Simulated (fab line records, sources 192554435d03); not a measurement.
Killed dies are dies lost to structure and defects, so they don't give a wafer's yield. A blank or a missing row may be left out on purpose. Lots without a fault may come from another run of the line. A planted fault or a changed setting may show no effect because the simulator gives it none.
Chamber matching | flow n5_finfet | N5_BEOL_M6_PECVD_70 on pecvd-02: 3 sister chambers
The step deposits SiO2 from TEOS/O2, target thk 20 nm, time 22.7 s. 6 wafers are shown with their chamber, then 7 later ones without.

WAFERS WITH THEIR CHAMBER
wafer  | chamber | showerhead_plenum_p_Torr (Torr) | throttle_valve_pct (%)
L083.3 | 0       | 8.85                            | 22.8
L082.1 | 2       | 8.68                            | 22.3
L082.5 | 2       | 8.64                            | 22.3
L082.6 | 0       | 8.85                            | 22.6
L085.1 | 1       | 8.81                            | 20.3
L085.4 | 1       | 8.80                            | 20.4

WAFERS WITHOUT THEIR CHAMBER
wafer  | showerhead_plenum_p_Torr (Torr) | throttle_valve_pct (%)
L085.5 | 8.67                            | 22.3
L093.2 | 8.82                            | 20.2
L093.3 | 8.67                            | 22.2
L093.4 | 8.81                            | 20.3
L097.1 | 8.85                            | 22.8
L097.4 | 8.85                            | 20.5
L097.6 | 8.83                            | 23.0

WHICH CHAMBER EACH WENT THROUGH
wafer  | from the rows above | in truth
L085.5 | 2                   | 2
L093.2 | 1                   | 1
L093.3 | 2                   | 2
L093.4 | 1                   | 1
L097.1 | 0                   | 0
L097.4 | 1                   | 1
L097.6 | 0                   | 0
Placed correctly: 7 of 7. Can't be placed from these rows: 0. Placed wrongly: 0.
How it was worked out, from the rows above alone: a wafer's distance from a chamber is the root of the sum, over the readings, of the square of ((its reading less the chamber's mean) divided by the reading's scatter). The wafer belongs to the nearest chamber; if the next one is less than 2 further off, it can't be placed. A chamber's mean is the mean of its shown wafers. The scatter: the root of (the sum of the squares of (reading less its chamber's mean) over the shown wafers, divided by (wafers less chambers)).
